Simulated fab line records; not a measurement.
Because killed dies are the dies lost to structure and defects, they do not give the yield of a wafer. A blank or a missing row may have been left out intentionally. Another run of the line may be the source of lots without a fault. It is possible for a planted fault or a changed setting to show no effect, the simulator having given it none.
Chamber matching ; flow nand-harc ; NHARC_A_CONTACT_ETCH_90 on rie-diel-01 has 4 sister chambers
The step etches the open film in CH3F/O2, target depth 40 nm, time 85.7 s. 8 wafers are shown with their chamber, then 8 later ones without.

WAFERS, EACH WITH ITS CHAMBER
wafer;chamber;showerhead-plenum-p-Torr (Torr);drypump-motor-current-A (A)
L719.3;3;2.35;6.3
L719.5;0;2.33;6.0
L717.4;2;2.47;4.9
L717.6;2;2.47;4.9
L720.1;3;2.34;6.3
L720.4;1;2.65;4.9
L720.6;0;2.33;6.0
L722.2;1;2.64;5.0

WAFERS WHOSE CHAMBER IS MISSING
wafer;showerhead-plenum-p-Torr (Torr);drypump-motor-current-A (A)
L722.3;2.32;6.0
L722.4;2.47;4.9
L727.1;2.47;5.0
L727.3;2.34;6.3
L727.6;2.64;5.0
L725.2;2.34;6.3
L725.3;2.32;6.0
L725.5;2.32;6.0

CHAMBER TAKEN BY EACH
wafer;from the rows above;in truth
L722.3;0;0
L722.4;2;2
L727.1;2;2
L727.3;3;3
L727.6;1;1
L725.2;3;3
L725.3;0;0
L725.5;0;0
Correctly placed: 8 of 8. Number that these rows cannot place: 0. 0 placed wrongly.
How it was worked out, from the rows above alone: a wafer's distance from a chamber is the root of the sum, over the readings, of the square of ((its reading less the chamber's mean) divided by the reading's scatter). If the next closest chamber is less than 2 further off than the closest, the wafer can't be placed; otherwise it belongs to the closest. For every chamber, the mean is computed from those of its wafers that are shown. The scatter is the square root of a quotient: the sum, over the shown wafers, of each reading's squared deviation from its chamber's mean, divided by wafers minus chambers.
